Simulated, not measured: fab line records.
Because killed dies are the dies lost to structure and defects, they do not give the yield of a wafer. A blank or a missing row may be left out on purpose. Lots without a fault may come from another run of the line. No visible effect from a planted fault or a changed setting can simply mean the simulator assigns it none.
One fault seen from 2 desks	flow nand_harc	each desk has only its own numbers; what lay behind them comes last

## TOOL OWNER'S DESK, rie_metal-01
The tool's own readings at NHARC_A_WL_FILL_ETCHBACK_04 (etches the open film in NF3, target depth 60 nm, time 120 s): means of the sampled wafers that have a number, for each lot that ran on this tool. Any lot whose mean is over 4 standard deviations away from the usual mean is out of limits and marked OUT; that distance is given in the brackets.
Columns: A = drypump_motor_current_A at NHARC_A_WL_FILL_ETCHBACK_04, usual 5.9 A; B = oes_product_au at NHARC_A_WL_FILL_ETCHBACK_04, usual 1.003 a.u.; C = run_length_s at NHARC_A_WL_FILL_ETCHBACK_04, usual 141.50 s
lot	first seen here	A	B	C
L537	day 15 11:45	5.7	1.004	141.89
L540	day 16 03:49	6.0	1.009	141.47
L543	day 16 23:10	5.7	1.011	141.56
L545	day 17 16:18	5.7	1.017	141.65
L549	day 17 21:55	5.8	1.014	123.02 (-64) OUT
This desk's verdict: out of limits on L549, starting with L549 at day 17 21:55 (run_length_s at NHARC_A_WL_FILL_ETCHBACK_04). Within limits: L537, L540, L543, L545.

## THE DEFECT DESK
Lot by lot, what the route's inspections counted, given as the mean of those sampled wafers with a number. Any lot whose mean is over 4 standard deviations away from the usual mean is out of limits and marked OUT; that distance is given in the brackets.
Columns: A = raw_defect_count at NHARC_A_SLIT_INSPECT_11, usual 20
lot	first seen here	A
L536	day 13 21:28	12
L537	day 14 13:26	11
L538	day 14 13:35	20
L540	day 14 22:46	23
L541	day 15 14:25	9
L543	day 16 05:06	27
L545	day 16 13:53	29
L549	day 17 05:54	23
L548	day 17 11:49	9
L551	day 18 03:07	37
L553	day 18 04:16	9
L557	day 19 08:32	33
L559	day 20 09:13	19
This desk's finding: nothing out of limits on any of the 13 lots.

## ALL TOGETHER
An alarm could have come from the tool owner's desk at day 17 21:55, on L549.
Nothing the defect desk looked at was out of limits.
The defect desk has L549 on record, within its limits.
NHARC_A_WL_FILL_ETCHBACK_04 was run on rie_metal-01 by each of the lots named.

## WHAT THE SIMULATOR PUT IN
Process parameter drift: rie_metal-01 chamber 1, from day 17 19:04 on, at NHARC_A_WL_FILL_ETCHBACK_04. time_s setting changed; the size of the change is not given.
Lots struck among those shown: L549.
How many hours passed from the start of the fault until each desk's first out-of-limits reading: the tool owner's desk, 3.
